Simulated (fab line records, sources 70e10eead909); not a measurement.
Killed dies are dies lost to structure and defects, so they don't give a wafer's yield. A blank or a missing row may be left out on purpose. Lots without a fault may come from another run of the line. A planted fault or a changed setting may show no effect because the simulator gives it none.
Which tool did it? | flow nand_harc | 12 lots, 36 wafers sampled, at 5 steps of a route of 1159

WHAT THE GAUGES READ, wafer by wafer
NHARC_END_SORT_01. Usual: killed_at_array 28, standard deviation 11; killed_at_other 0.6, standard deviation 0.85; killed_at_periphery 2.8, standard deviation 2.3; killed_dies 31, standard deviation 11; killed_open 3.1, standard deviation 1.6; killed_short 2.0, standard deviation 1.4.
lot  | measured     | on        | killed_at_array | killed_at_other | killed_at_periphery | killed_dies | killed_open | killed_short | flag
L772 | day 24 05:08 | prober-01 | 673 674 673     | 0 0 0           | 4 3 4               | 677 677 677 | 5 4 3       | 1 0 1        | OFF
L773 | day 24 15:09 | prober-02 | 672 676 675     | 1 0 1           | 4 1 1               | 677 677 677 | 6 1 3       | 1 3 1        | OFF
L775 | day 24 22:55 | prober-02 | 670 669 673     | 1 0 0           | 6 8 4               | 677 677 677 | 4 5 1       | 2 5 5        | OFF

WHICH TOOL RAN EACH LOT (tool, then ch and the chambers of the sampled wafers, then the start)
lot  | NHARC_A_CONTACT_DEP_28        | NHARC_A_CONTACT_ETCH_51                       | NHARC_A_CONTACT_ETCH_111             | NHARC_A_CONTACT_ETCH_120
L753 | acl_dep-01 ch 0, day 16 06:41 | rie_diel-01 ch 0,1, day 16 11:02 or earlier   | har_cap_etch-03 ch 0,1, day 16 11:02 | har_cap_etch-03 ch 0,1, day 16 11:56
L756 | acl_dep-01 ch 0, day 16 21:59 | rie_diel-08 ch 0,1,2, day 17 03:53 or earlier | har_cap_etch-01 ch 0,1, day 17 03:53 | har_cap_etch-01 ch 0,1, day 17 04:49
L760 | acl_dep-01 ch 0, day 17 21:32 | rie_diel-08 ch 0,3, day 18 02:11 or earlier   | har_cap_etch-02 ch 0,1, day 18 02:11 | har_cap_etch-02 ch 0,1, day 18 03:04
L757 | acl_dep-01 ch 0, day 17 23:23 | rie_diel-01 ch 0,2,3, day 18 03:29 or earlier | har_cap_etch-01 ch 0,1, day 18 03:29 | har_cap_etch-01 ch 0,1, day 18 04:23
L764 | acl_dep-01 ch 0, day 19 13:06 | rie_diel-01 ch 0,1,3, day 19 17:25 or earlier | har_cap_etch-02 ch 0,1, day 19 17:25 | har_cap_etch-02 ch 0,1, day 19 18:19
L763 | acl_dep-03 ch 0, day 19 15:17 | rie_diel-07 ch 0,1,3, day 19 19:42 or earlier | har_cap_etch-01 ch 0,1, day 19 19:42 | har_cap_etch-01 ch 0,1, day 19 20:38
L766 | acl_dep-02 ch 0, day 19 17:03 | rie_diel-07 ch 1,2,3, day 19 21:28 or earlier | har_cap_etch-03 ch 0,1, day 19 21:28 | har_cap_etch-03 ch 0,1, day 19 22:24
L770 | acl_dep-03 ch 0, day 20 14:58 | rie_diel-07 ch 1,2,3, day 20 18:41 or earlier | har_cap_etch-01 ch 0,1, day 20 18:41 | har_cap_etch-01 ch 0,1, day 20 19:35
L772 | acl_dep-03 ch 0, day 21 00:35 | rie_diel-01 ch 0,2,3, day 21 04:35 or earlier | har_cap_etch-01 ch 0,1, day 21 04:35 | har_cap_etch-01 ch 0,1, day 21 05:30
L773 | acl_dep-01 ch 0, day 21 16:25 | rie_diel-07 ch 0,2,3, day 21 20:40 or earlier | har_cap_etch-02 ch 0,1, day 21 20:40 | har_cap_etch-02 ch 0,1, day 21 21:35
L775 | acl_dep-02 ch 0, day 21 20:41 | rie_diel-07 ch 0,1,2, day 22 01:28 or earlier | har_cap_etch-01 ch 1, day 22 01:28   | har_cap_etch-01 ch 1, day 22 02:23
L776 | acl_dep-03 ch 0, day 22 03:35 | rie_diel-07 ch 0,3, day 22 07:53 or earlier   | har_cap_etch-01 ch 0, day 22 07:53   | har_cap_etch-01 ch 0, day 22 08:47
- NHARC_A_CONTACT_DEP_28: deposits aC, target thk 3600 nm.
- NHARC_A_CONTACT_ETCH_51: etches the open film in O2/COS, target depth 3600 nm, time 936 s.
- NHARC_A_CONTACT_ETCH_111: etches the open film in C4F8/O2/Ar, time 140 s, target depth 700 nm.
- NHARC_A_CONTACT_ETCH_120: etches the open film in C4F8/O2/Ar, time 94 s, target depth 922 nm.

WHAT THE TOOLS THEMSELVES READ (means of the sampled wafers that have a number; where no wafer has one, the mark that the record gives instead)
NHARC_A_CONTACT_DEP_28. Usual: throttle_valve_pct 35.001 %, standard deviation 0.0086.
lot  | tool       | throttle_valve_pct (%) | flag
L753 | acl_dep-01 | 34.991                 |
L756 | acl_dep-01 | 35.016                 |
L760 | acl_dep-01 | 34.998                 |
L757 | acl_dep-01 | 35.002                 |
L764 | acl_dep-01 | 35.000                 |
L763 | acl_dep-03 | 35.000                 |
L766 | acl_dep-02 | 34.998                 |
L770 | acl_dep-03 | 35.004                 |
L772 | acl_dep-03 | 34.997                 |
L773 | acl_dep-01 | 34.995                 |
L775 | acl_dep-02 | 34.998                 |
L776 | acl_dep-03 | 35.003                 |

NHARC_A_CONTACT_ETCH_51. Usual: bias_w 300.0 W, standard deviation 1; chamber_pressure_mTorr 19.998 mTorr, standard deviation 0.017; drypump_motor_current_A 5.7 A, standard deviation 0.48; oes_product_au 0.999 a.u., standard deviation 0.012; rf_vpp_V 314.5 V, standard deviation 2; showerhead_plenum_p_Torr 3.15 Torr, standard deviation 0.13; throttle_valve_pct 28.329 %, standard deviation 0.0096.
lot  | tool        | bias_w (W) | chamber_pressure_mTorr (mTorr) | drypump_motor_current_A (A) | oes_product_au (a.u.) | rf_vpp_V (V) | showerhead_plenum_p_Torr (Torr) | throttle_valve_pct (%) | flag
L753 | rie_diel-01 | 299.7      | 20.009                         | 5.7                         | 1.004                 | 315.2        | 3.19                            | 28.326                 |
L756 | rie_diel-08 | 299.3      | 20.011                         | 5.5                         | 1.003                 | 315.3        | 3.19                            | 28.337                 |
L760 | rie_diel-08 | 300.8      | 20.009                         | 5.7                         | 0.988                 | 314.0        | 3.17                            | 28.331                 |
L757 | rie_diel-01 | 299.5      | 20.002                         | 5.5                         | 0.982                 | 315.7        | 3.19                            | 28.333                 |
L764 | rie_diel-01 | 299.5      | 19.975                         | 5.5                         | 0.997                 | 316.0        | 3.20                            | 28.323                 |
L763 | rie_diel-07 | 299.5      | 19.978                         | 6.0                         | 1.004                 | 314.4        | 3.17                            | 28.332                 |
L766 | rie_diel-07 | 300.4      | 19.998                         | 5.9                         | 1.004                 | 315.6        | 3.19                            | 28.325                 |
L770 | rie_diel-07 | 300.1      | 19.987                         | 5.9                         | 0.997                 | 315.0        | 3.18                            | 28.324                 |
L772 | rie_diel-01 | 299.8      | 20.005                         | 5.6                         | 0.991                 | 315.2        | 3.18                            | 28.335                 |
L773 | rie_diel-07 | 299.8      | 19.996                         | 6.0                         | 0.998                 | 313.6        | 3.07                            | 28.336                 |
L775 | rie_diel-07 | 299.5      | 20.003                         | 5.5                         | 1.003                 | 313.4        | 3.08                            | 28.338                 |
L776 | rie_diel-07 | 301.1      | 19.996                         | 6.1                         | 1.008                 | 312.7        | 3.04                            | 28.324                 |

NHARC_A_CONTACT_ETCH_111. Usual: chamber_pressure_mTorr 20.000 mTorr, standard deviation 0.016; oes_air_line_au 0.999 a.u., standard deviation 0.019.
lot  | tool            | chamber_pressure_mTorr (mTorr) | oes_air_line_au (a.u.) | flag
L753 | har_cap_etch-03 | 19.996                         | 1.004                  |
L756 | har_cap_etch-01 | 19.996                         | 1.019                  |
L760 | har_cap_etch-02 | 19.992                         | 0.994                  |
L757 | har_cap_etch-01 | 19.993                         | 0.989                  |
L764 | har_cap_etch-02 | 20.001                         | 1.002                  |
L763 | har_cap_etch-01 | 20.009                         | 0.979                  |
L766 | har_cap_etch-03 | 19.985                         | 1.014                  |
L770 | har_cap_etch-01 | 20.016                         | 1.004                  |
L772 | har_cap_etch-01 | -                              | -                      | OFF
L773 | har_cap_etch-02 | -                              | -                      | OFF
L775 | har_cap_etch-01 | -                              | -                      | OFF
L776 | har_cap_etch-01 | 20.005                         | 1.001                  |

NHARC_A_CONTACT_ETCH_120. Usual: chamber_pressure_mTorr 19.999 mTorr, standard deviation 0.017; oes_air_line_au 0.996 a.u., standard deviation 0.018.
lot  | tool            | chamber_pressure_mTorr (mTorr) | oes_air_line_au (a.u.) | flag
L753 | har_cap_etch-03 | 19.996                         | 1.015                  |
L756 | har_cap_etch-01 | 19.990                         | 1.009                  |
L760 | har_cap_etch-02 | 20.006                         | 0.993                  |
L757 | har_cap_etch-01 | 19.987                         | 1.002                  |
L764 | har_cap_etch-02 | 20.002                         | 0.996                  |
L763 | har_cap_etch-01 | 19.989                         | 0.984                  |
L766 | har_cap_etch-03 | 20.015                         | 1.017                  |
L770 | har_cap_etch-01 | 19.994                         | 0.980                  |
L772 | har_cap_etch-01 | 19.997                         | 0.982                  |
L773 | har_cap_etch-02 | 19.983                         | 0.986                  |
L775 | har_cap_etch-01 | 20.002                         | 0.989                  |
L776 | har_cap_etch-01 | 19.996                         | 0.987                  |

THE ANSWER, worked out from the rows above alone
Rule: a lot is off if the mean of its wafers that have a number lies more than 3 standard deviations from the usual mean. A lot without any number at a reading at which 4 lots or more have one is off too. The other lots that the step has rows for count as sound. The gauges are gone through in route order, then the tools' own readings, and for those a lot's mean is taken as printed above. The first step at which some lot is off is used, and at that step the reading that is off furthest; a lot without a number counts as furthest.
Off: L772, L773, L775, at NHARC_END_SORT_01 (killed_at_array). Neither off nor sound, because the step has no rows for them: L753, L756, L760, L757, L764, L763, L766, L770, L776.
A tool fits if, at a process step before that reading, it ran every lot that is off, and no sound lot after the first of them. The gauges at NHARC_END_SORT_01 aren't tried: what is off there is off at NHARC_A_CONTACT_ETCH_111 too, on other tools, and a gauge's error can't cause that. NHARC_A_CONTACT_ETCH_51 gives no start for some lots, so the hours and the order of its lots are those of NHARC_A_CONTACT_ETCH_111. None of those tried fits.

WHAT THE SIMULATOR HAD PUT IN
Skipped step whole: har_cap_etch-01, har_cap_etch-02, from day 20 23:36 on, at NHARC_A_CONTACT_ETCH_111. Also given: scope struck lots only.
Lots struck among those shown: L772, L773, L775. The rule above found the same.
